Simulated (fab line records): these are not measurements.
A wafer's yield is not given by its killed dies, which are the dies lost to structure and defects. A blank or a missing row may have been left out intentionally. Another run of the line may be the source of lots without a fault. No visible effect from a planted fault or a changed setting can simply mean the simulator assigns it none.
Chamber matching || flow nand-harc || 4 sister chambers for NHARC_A_CHANNEL_HOLE_D1_ETCH_44 on rie-diel-10
The step etches the open film in CF4/O2, target depth 140 nm, overetch 14 nm, time 77 s. 8 wafers are shown with their chamber, then 12 later ones without.

== WAFERS PAIRED WITH THEIR CHAMBERS ==
{"wafer": "L084.3", "chamber": 1, "drypump-motor-current-A (A)": 5.59, "oes-product-au (a.u.)": 1.005}
{"wafer": "L084.5", "chamber": 1, "drypump-motor-current-A (A)": 5.60, "oes-product-au (a.u.)": 1.010}
{"wafer": "L087.1", "chamber": 3, "drypump-motor-current-A (A)": 6.14, "oes-product-au (a.u.)": 1.004}
{"wafer": "L092.4", "chamber": 3, "drypump-motor-current-A (A)": 6.16, "oes-product-au (a.u.)": 0.997}
{"wafer": "L092.6", "chamber": 0, "drypump-motor-current-A (A)": 5.54, "oes-product-au (a.u.)": 1.012}
{"wafer": "L093.2", "chamber": 2, "drypump-motor-current-A (A)": 5.60, "oes-product-au (a.u.)": 0.979}
{"wafer": "L093.4", "chamber": 0, "drypump-motor-current-A (A)": 5.56, "oes-product-au (a.u.)": 1.003}
{"wafer": "L093.5", "chamber": 2, "drypump-motor-current-A (A)": 5.59, "oes-product-au (a.u.)": 0.995}

== WAFERS WITH NO CHAMBER GIVEN ==
{"wafer": "L094.1", "drypump-motor-current-A (A)": 5.63, "oes-product-au (a.u.)": 1.004}
{"wafer": "L094.3", "drypump-motor-current-A (A)": 6.13, "oes-product-au (a.u.)": 1.005}
{"wafer": "L094.4", "drypump-motor-current-A (A)": 5.64, "oes-product-au (a.u.)": 0.991}
{"wafer": "L095.3", "drypump-motor-current-A (A)": 5.62, "oes-product-au (a.u.)": 0.993}
{"wafer": "L095.4", "drypump-motor-current-A (A)": 5.55, "oes-product-au (a.u.)": 0.994}
{"wafer": "L095.6", "drypump-motor-current-A (A)": 5.58, "oes-product-au (a.u.)": 0.999}
{"wafer": "L096.1", "drypump-motor-current-A (A)": 5.55, "oes-product-au (a.u.)": 1.005}
{"wafer": "L096.3", "drypump-motor-current-A (A)": 5.65, "oes-product-au (a.u.)": 1.007}
{"wafer": "L096.6", "drypump-motor-current-A (A)": 5.63, "oes-product-au (a.u.)": 1.008}
{"wafer": "L097.1", "drypump-motor-current-A (A)": 5.55, "oes-product-au (a.u.)": 1.006}
{"wafer": "L097.2", "drypump-motor-current-A (A)": 5.66, "oes-product-au (a.u.)": 1.013}
{"wafer": "L097.5", "drypump-motor-current-A (A)": 5.55, "oes-product-au (a.u.)": 1.020}

== WHICH CHAMBER EACH WENT THROUGH ==
{"wafer": "L094.1", "from the rows above": "can't be placed: 1 or 2", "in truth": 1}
{"wafer": "L094.3", "from the rows above": 3, "in truth": 3}
{"wafer": "L094.4", "from the rows above": "can't be placed: 2 or 1", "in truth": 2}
{"wafer": "L095.3", "from the rows above": "can't be placed: 2 or 1", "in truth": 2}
{"wafer": "L095.4", "from the rows above": 0, "in truth": 0}
{"wafer": "L095.6", "from the rows above": "can't be placed: 1 or 2 or 0", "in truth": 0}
{"wafer": "L096.1", "from the rows above": 0, "in truth": 0}
{"wafer": "L096.3", "from the rows above": "can't be placed: 1 or 2", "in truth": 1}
{"wafer": "L096.6", "from the rows above": "can't be placed: 1 or 2", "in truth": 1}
{"wafer": "L097.1", "from the rows above": 0, "in truth": 0}
{"wafer": "L097.2", "from the rows above": "can't be placed: 1 or 2", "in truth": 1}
{"wafer": "L097.5", "from the rows above": 0, "in truth": 0}
5 of 12 placed correctly. Not placeable from these rows: 7 (in 7, the candidates include the true chamber). Wrongly placed: 0.
How it was worked out, from the rows above alone: a wafer's distance from a chamber is the root of the sum, over the readings, of the square of ((its reading less the chamber's mean) divided by the reading's scatter). If the next closest chamber is less than 2 further off than the closest, the wafer can't be placed; otherwise it belongs to the closest. Each chamber's mean is taken over the wafers shown for it. The scatter: take each reading less its chamber's mean, square it, sum over the shown wafers, divide by the number of wafers less the number of chambers, and take the root.
